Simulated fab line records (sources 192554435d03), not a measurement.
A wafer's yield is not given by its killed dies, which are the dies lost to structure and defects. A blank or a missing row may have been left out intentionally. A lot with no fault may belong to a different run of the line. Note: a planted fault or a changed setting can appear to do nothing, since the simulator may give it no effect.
The same fault as seen by 2 desks :: flow n5 finfet :: each desk has only its own numbers; what lay behind them comes last

== AT THE METROLOGY DESK ==
Lot by lot, what the gauges showed, no matter which tool ran the lot: averages of those sampled wafers that carry a number. The brackets show how far a lot's mean lies from the usual mean; more than 4 standard deviations puts the lot out of limits, marked OUT. Only the readings that lie furthest out on some lot appear, 7 of the 10 it has.
Columns: A = IOFF_N at N5_BEOL_M4_RC_MEAS_101, usual 0.16 nA/um; B = IOFF_P at N5_BEOL_M4_RC_MEAS_101, usual 0.22 nA/um; C = ION_N at N5_BEOL_M4_RC_MEAS_101, usual 676 uA/um; D = ION_P at N5_BEOL_M4_RC_MEAS_101, usual 465 uA/um; E = SS_P at N5_BEOL_M4_RC_MEAS_101, usual 73.2 mV/dec; F = VT_N at N5_BEOL_M4_RC_MEAS_101, usual 250 mV; G = VT_P at N5_BEOL_M4_RC_MEAS_101, usual -250 mV
lot: L465
first seen here: day 8 04:22
A: 0.15
B: 0.20
C: 675
D: 465
E: 73.4
F: 251
G: -250

lot: L468
first seen here: day 9 03:10
A: 0.16
B: 0.24
C: 677
D: 472
E: 73.6
F: 249
G: -245

lot: L472
first seen here: day 10 15:28
A: 0.15
B: 0.22
C: 682
D: 466
E: 73.2
F: 249
G: -250

lot: L474
first seen here: day 10 22:28
A: 0.17
B: 0.22
C: 680
D: 469
E: 73.5
F: 248
G: -252

lot: L476
first seen here: day 11 03:49
A: 0.17
B: 0.22
C: 681
D: 467
E: 74.2
F: 248
G: -249

lot: L481
first seen here: day 12 05:52
A: 0.21
B: 0.24
C: 690
D: 465
E: 74.3
F: 245
G: -250

lot: L484
first seen here: day 13 04:31
A: 0.18
B: 0.27
C: 686
D: 477
E: 73.3
F: 248
G: -247

lot: L485
first seen here: day 13 15:16
A: 0.15
B: 0.20
C: 670
D: 461
E: 72.6
F: 249
G: -251

lot: L487
first seen here: day 14 09:07
A: 0.13
B: 0.15
C: 676
D: 457
E: 73.0
F: 251
G: -258
This desk found nothing out of limits on any of the 9 lots.

== THE TOOL OWNER'S DESK: rie diel-04 ==
The tool's own readings at N5_BEOL_M3_ETCH_69 (etches SiARC in CF4, target depth 15.6 nm, time 26 s): means of the sampled wafers that have a number, for each lot that ran on this tool. The brackets show how far a lot's mean lies from the usual mean; more than 4 standard deviations puts the lot out of limits, marked OUT.
Columns: A = drypump motor current A at N5_BEOL_M3_ETCH_69, usual 5.6 A; B = etch rf on time s at N5_BEOL_M3_ETCH_69, usual 26.0 s; C = oes product au at N5_BEOL_M3_ETCH_69, usual 0.66 a.u.; D = rf vpp V at N5_BEOL_M3_ETCH_69, usual 184.4 V; E = showerhead plenum p Torr at N5_BEOL_M3_ETCH_69, usual 2.16 Torr; F = throttle valve pct at N5_BEOL_M3_ETCH_69, usual 15.69 %
lot: L465
first seen here: day 7 07:13
A: 5.6
B: 26.1
C: 0.62
D: 185.0
E: 2.21
F: 15.80

lot: L472
first seen here: day 9 17:28
A: 5.7
B: 22.1 (-6.8) OUT
C: 0.69
D: 184.8
E: 2.21
F: 15.74

lot: L474
first seen here: day 9 23:10
A: 6.0
B: 22.5 (-6.1) OUT
C: 0.72
D: 185.4
E: 2.19
F: 15.63

lot: L476
first seen here: day 10 10:07
A: 5.6
B: 19.1 (-12) OUT
C: 0.81
D: 184.8
E: 2.19
F: 15.59

lot: L485
first seen here: day 12 21:24
A: 5.7
B: 26.2
C: 0.70
D: 184.5
E: 2.19
F: 15.52
Finding of this desk: L472, L474, L476 out of limits; the first was L472 at day 9 17:28, on etch rf on time s at N5_BEOL_M3_ETCH_69. L465, L485 stayed within limits.

== PUT TOGETHER ==
An alarm could have come from the tool owner's desk at day 9 17:28, on L472, L474, L476.
The metrology desk saw nothing out of limits.
The metrology desk holds a record of L472, L474, L476, inside its limits.
Of the lots named, all ran N5_BEOL_M3_ETCH_69 on rie diel-04.

== WHAT THE SIMULATOR HAD INSERTED ==
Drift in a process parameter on rie diel-04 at N5_BEOL_M3_ETCH_69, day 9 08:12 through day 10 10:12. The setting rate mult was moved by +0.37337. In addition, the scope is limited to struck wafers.
Struck lots among those shown: L472, L474, L476.
Each desk's first reading out of limits, in hours after the fault started: the tool owner's desk, 9.
